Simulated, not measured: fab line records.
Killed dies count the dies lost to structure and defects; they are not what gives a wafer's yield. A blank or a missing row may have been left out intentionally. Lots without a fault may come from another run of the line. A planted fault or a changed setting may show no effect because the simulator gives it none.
Matching of chambers ; flow nand-harc ; 4 sister chambers for NHARC_A_ZERO_WELL_ETCH_13 on rie-si-02
The step etches the open film in HBr/Cl2, target depth 120 nm, time 40.1 s. 8 wafers are shown with their chamber, then 9 later ones without.

== WAFERS PAIRED WITH THEIR CHAMBERS ==
wafer;chamber;drypump-motor-current-A (A);oes-product-au (a.u.)
L081.2;3;6.5;0.981
L082.3;0;6.0;1.037
L083.2;2;5.9;0.995
L083.5;3;6.4;0.998
L083.6;2;5.9;0.977
L084.3;1;6.4;1.020
L084.4;0;6.0;1.015
L084.5;1;6.4;1.022

== WAFERS WHOSE CHAMBER IS MISSING ==
wafer;drypump-motor-current-A (A);oes-product-au (a.u.)
L086.2;6.4;1.011
L086.5;6.4;1.013
L086.6;6.4;1.002
L092.1;6.4;1.001
L092.2;6.1;1.007
L092.5;6.5;0.998
L094.1;6.4;0.993
L094.3;5.9;1.005
L094.5;5.9;1.006

== WHICH CHAMBER EACH WENT THROUGH ==
wafer;from the rows above;in truth
L086.2;can't be placed: 1 or 3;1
L086.5;can't be placed: 1 or 3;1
L086.6;can't be placed: 1 or 3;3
L092.1;can't be placed: 1 or 3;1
L092.2;0;0
L092.5;can't be placed: 3 or 1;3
L094.1;can't be placed: 3 or 1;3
L094.3;can't be placed: 2 or 0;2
L094.5;can't be placed: 2 or 0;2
Placed correctly: 1 of 9. Unplaceable from these rows: 8, with the true chamber sitting among the candidates in 8. Number placed wrongly: 0.
How it was worked out, from the rows above alone: a wafer's distance from a chamber is the root of the sum, over the readings, of the square of ((its reading less the chamber's mean) divided by the reading's scatter). The wafer belongs to the nearest chamber; if the next one is less than 2 further off, it can't be placed. The mean given for a chamber averages the wafers shown for that chamber. How the scatter is found: for the shown wafers, subtract from each reading the mean of its chamber, square and add these, divide the total by (wafers less chambers), then take the root.
